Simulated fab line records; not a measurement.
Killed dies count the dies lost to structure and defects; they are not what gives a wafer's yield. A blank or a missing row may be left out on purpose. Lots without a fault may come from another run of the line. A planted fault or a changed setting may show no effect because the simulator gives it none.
What tool caused it? :: flow nand_harc :: 42 wafers sampled from 14 lots at 1 step of a route of 1159

## WHAT THE GAUGES SHOWED, per wafer
NHARC_A_BLC_INSPECT_12. Usual: 30 for raw_defect_count, sd 15.
lot: L434
measured: day 17 04:59
on: defect_inspect-01
raw_defect_count: 14 20 15
flag: 

lot: L437
measured: day 17 16:04
on: defect_inspect-02
raw_defect_count: 11 15 12
flag: 

lot: L436
measured: day 17 16:32
on: defect_inspect-01
raw_defect_count: 23 21 20
flag: 

lot: L441
measured: day 18 18:17
on: defect_inspect-01
raw_defect_count: 10 14 14
flag: 

lot: L440
measured: day 18 18:28
on: defect_inspect-02
raw_defect_count: 43 39 38
flag: 

lot: L438
measured: day 18 21:47
on: defect_inspect-01
raw_defect_count: 13 19 28
flag: 

lot: L443
measured: day 19 05:01
on: defect_inspect-01
raw_defect_count: 28 30 33
flag: 

lot: L445
measured: day 19 22:03
on: defect_inspect-02
raw_defect_count: 43 36 36
flag: 

lot: L446
measured: day 20 14:57
on: defect_inspect-02
raw_defect_count: 59 62 60
flag: 

lot: L450
measured: day 21 03:31
on: defect_inspect-01
raw_defect_count: 38 57 32
flag: 

lot: L452
measured: day 21 10:29
on: defect_inspect-01
raw_defect_count: 22 28 31
flag: 

lot: L451
measured: day 21 15:53
on: defect_inspect-02
raw_defect_count: 66 54 56
flag: 

lot: L455
measured: day 22 08:53
on: defect_inspect-01
raw_defect_count: 44 55 50
flag: 

lot: L456
measured: day 23 02:04
on: defect_inspect-02
raw_defect_count: 53 44 36
flag: 

## EACH LOT AND THE TOOL THAT RAN IT (in order: tool; ch and the chambers of the sampled wafers; start)
The record holds no process step before these readings.

## AS READ BY THE TOOLS THEMSELVES (means over the sampled wafers that have a number; for cases with no such wafer, the mark the record gives instead)
The record holds no such reading with a usual standard deviation.

## THE ANSWER, worked out from the rows above alone
Rule: lot off if the mean of its wafers having a number is beyond 3 standard deviations from the usual mean. Also off: a lot with no number at a reading for which 4 or more lots have one. Where the step has rows for the other lots, those lots are counted as sound. First the gauges in route order, then the tools' own readings, where a lot's mean is used as printed above. The first step at which some lot is off is used, and at that step the reading that is off furthest; a lot without a number counts as furthest.
Nothing can be told from this: no lot is off at any reading shown.

## WHAT THE SIMULATOR HAD INSERTED
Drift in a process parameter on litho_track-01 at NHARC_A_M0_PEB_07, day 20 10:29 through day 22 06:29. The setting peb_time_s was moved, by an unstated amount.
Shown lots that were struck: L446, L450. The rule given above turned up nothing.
